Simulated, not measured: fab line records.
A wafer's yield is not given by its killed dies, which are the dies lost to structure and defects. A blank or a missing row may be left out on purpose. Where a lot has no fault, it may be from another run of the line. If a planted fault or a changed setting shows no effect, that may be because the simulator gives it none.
Split-lot experiment + flow n5_finfet + route with 1938 steps; 7 lots, 39 wafers read

THE SPLIT
At N5_SD_EPI_N_ETCH_35 (etches SOC in N2/H2, overetch 108 nm, time 486 s), the setting time_s was moved away from the recipe's 486 s on 15 of the 39 wafers read, by -23.5% to +14.3%. This setting was run at the recipe's value on the other wafers.

FROM THE SPLIT TO THE READING: what the file shows between them, 3 steps
- N5_SD_EPI_N_STRIP_36: strips in N2/H2
- N5_SD_EPI_N_ETCHBACK_44: etches SiNx in CH3F/O2, stops on SiO2, target depth 14.5 nm
- N5_SD_EPI_N_ETCH_45: etches SiOCN in CH3F/O2, target depth 6 nm

THE READING
SiARC_of_SD_EPI_N_COAT_33.thk_nm (the simulator's own value, which no gauge read), in nm, at N5_SD_EPI_N_ETCH_16 (etches SiO2 in CHF3/O2, target depth 5 nm). The file does not state a usual value for it. The 24 wafers here that ran the recipe average 12.5 nm, standard deviation 0.45 nm.

| wafer  | tool, chamber at the split | time_s as run, s | against the recipe | SiARC_of_SD_EPI_N_COAT_33.thk_nm, nm | against lot-mates on the recipe |
|--------|----------------------------|------------------|--------------------|--------------------------------------|---------------------------------|
| L076.1 | rie_diel-04, 1             | 486              | recipe             | 12.4                                 | -                               |
| L076.2 | rie_diel-04, 0             | 371.9            | -23.5%             | 15.4                                 | +2.5                            |
| L076.3 | rie_diel-04, 2             | 486              | recipe             | 13.2                                 | -                               |
| L076.5 | rie_diel-04, 2             | 486              | recipe             | 13.2                                 | -                               |
| L076.4 | rie_diel-04, 3             | 371.9            | -23.5%             | 15.8                                 | +2.9                            |
| L076.6 | rie_diel-04, 1             | 371.9            | -23.5%             | 16                                   | +3.1                            |
| L077.1 | rie_diel-04, 3,0,1         | 486              | recipe             | 11.8                                 | -                               |
| L077.2 | rie_diel-04, 3,0,1         | 486              | recipe             | 11.8                                 | -                               |
| L077.3 | rie_diel-04, 2             | 555.4            | +14.3%             | 10.8                                 | -1.1                            |
| L077.4 | rie_diel-04, 3,0,1         | 486              | recipe             | 12                                   | -                               |
| L077.5 | rie_diel-04, 0             | 555.4            | +14.3%             | 9.6                                  | -2.3                            |
| L077.6 | rie_diel-04, 3             | 555.4            | +14.3%             | 9.6                                  | -2.3                            |
| L081.3 | rie_diel-01, 3             | 486              | recipe             | 12.2                                 | -                               |
| L081.5 | rie_diel-01, 3             | 486              | recipe             | 12.2                                 | -                               |
| L081.6 | rie_diel-01, 1             | 486              | recipe             | 12.4                                 | -                               |
| L082.1 | rie_diel-01, 0,2,0         | 486              | recipe             | 12.6                                 | -                               |
| L082.4 | rie_diel-01, 0,2,0         | 486              | recipe             | 12.6                                 | -                               |
| L082.5 | rie_diel-01, 0,2,0         | 486              | recipe             | 12.6                                 | -                               |
| L082.2 | rie_diel-01, 3             | 486              | recipe             | 12                                   | -                               |
| L082.6 | rie_diel-01, 3             | 486              | recipe             | 12                                   | -                               |
| L082.3 | rie_diel-01, 1             | 486              | recipe             | 12.2                                 | -                               |
| L087.1 | rie_diel-04, 1,3           | 426.8            | -12.2%             | 14.4                                 | +1.9                            |
| L087.2 | rie_diel-04, 1,3           | 426.8            | -12.2%             | 14                                   | +1.5                            |
| L087.3 | rie_diel-04, 2             | 486              | recipe             | 13                                   | -                               |
| L087.4 | rie_diel-04, 0             | 486              | recipe             | 12                                   | -                               |
| L087.5 | rie_diel-04, 1             | 486              | recipe             | 12.6                                 | -                               |
| L087.6 | rie_diel-04, 0             | 426.8            | -12.2%             | 13.8                                 | +1.3                            |
| L094.1 | rie_diel-01, 3             | 418.5            | -13.9%             | 14.2                                 | +1.6                            |
| L094.2 | rie_diel-01, 0             | 486              | recipe             | 12.8                                 | -                               |
| L094.3 | rie_diel-01, 2,0           | 418.5            | -13.9%             | 14.8                                 | +2.2                            |
| L094.4 | rie_diel-01, 3             | 486              | recipe             | 12                                   | -                               |
| L094.5 | rie_diel-01, 2,0           | 418.5            | -13.9%             | 15                                   | +2.4                            |
| L094.6 | rie_diel-01, 2             | 486              | recipe             | 13                                   | -                               |
| L096.1 | rie_diel-05, 1             | 486              | recipe             | 13.2                                 | -                               |
| L096.2 | rie_diel-05, 0,3,2         | 543.7            | +11.9%             | 11                                   | -1.9                            |
| L096.6 | rie_diel-05, 0,3,2         | 543.7            | +11.9%             | 11                                   | -1.9                            |
| L096.3 | rie_diel-05, 2             | 486              | recipe             | 12.8                                 | -                               |
| L096.4 | rie_diel-05, 3             | 486              | recipe             | 12.8                                 | -                               |
| L096.5 | rie_diel-05, 0,3,2         | 543.7            | +11.9%             | 11.2                                 | -1.7                            |
When a row names more than one chamber, that row covers several wafers, and the file does not tell which wafer ran in which chamber.

THE FIT
A straight line over all 39 wafers: SiARC_of_SD_EPI_N_COAT_33.thk_nm changes by -0.144 nm for each +1% of time_s; r = -0.95; the points scatter about the line by 0.45 nm.
The same after taking each lot's own level away (the mean of its wafers on the recipe; 39 wafers): -0.131 nm for each +1%; r = -0.97; scatter 0.35 nm.
That fit puts the effect of the largest move of time_s on the reading at 3.1 nm.
Across the lots, their own levels run from 11.87 to 12.93 nm, a range of 2.4 times the standard deviation given above.
Consequently the slope shifts little with the lot-to-lot level, the two slopes agreeing.
Check: with one of the wafers moved furthest among these (-23.5%) left out of the fit, the line predicts +3.16 nm for it against its lot-mates. It came out at +2.47 nm against them.

OTHER SPLITS APPLIED TO THESE WAFERS
Other splits were also applied to these wafers ahead of the reading. Each is held against what the fit with the lots' levels taken away leaves over:
| other split on the same wafers       | wafers away from the commonest value | r with SiARC_of_SD_EPI_N_COAT_33.thk_nm (lot level and that fit taken away) |
|--------------------------------------|--------------------------------------|-----------------------------------------------------------------------------|
| N5_DUMMY_GATE_ETCH_37 source_w       | 12                                   | +0.20                                                                       |
| N5_DUMMY_GATE_ETCH_31 target_depth_a | 12                                   | +0.23                                                                       |
| N5_DUMMY_GATE_ETCH_42 bias_w         | 9                                    | +0.04                                                                       |

THE WHOLE CHAIN: every reading that the file lists as answering this split, in the file's order
| step                | what it does                                     | reading                                                                           | change (the file's fit)               | r (the file's) |
|---------------------|--------------------------------------------------|-----------------------------------------------------------------------------------|---------------------------------------|----------------|
| N5_SD_EPI_N_ETCH_35 | etches SOC in N2/H2, overetch 108 nm, time 486 s | SiARC_of_SD_EPI_N_COAT_33.thk_nm (the simulator's own value, which no gauge read) | -0.14 nm for each +1% of the setting  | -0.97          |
| N5_SD_EPI_N_ETCH_16 | etches SiO2 in CHF3/O2, target depth 5 nm        | SiARC_of_SD_EPI_N_COAT_33.thk_nm (the simulator's own value, which no gauge read) | -0.131 nm for each +1% of the setting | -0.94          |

FILE'S OWN FIT
SiARC_of_SD_EPI_N_COAT_33.thk_nm changes by -0.131 nm for each +1% of time_s, r = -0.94.
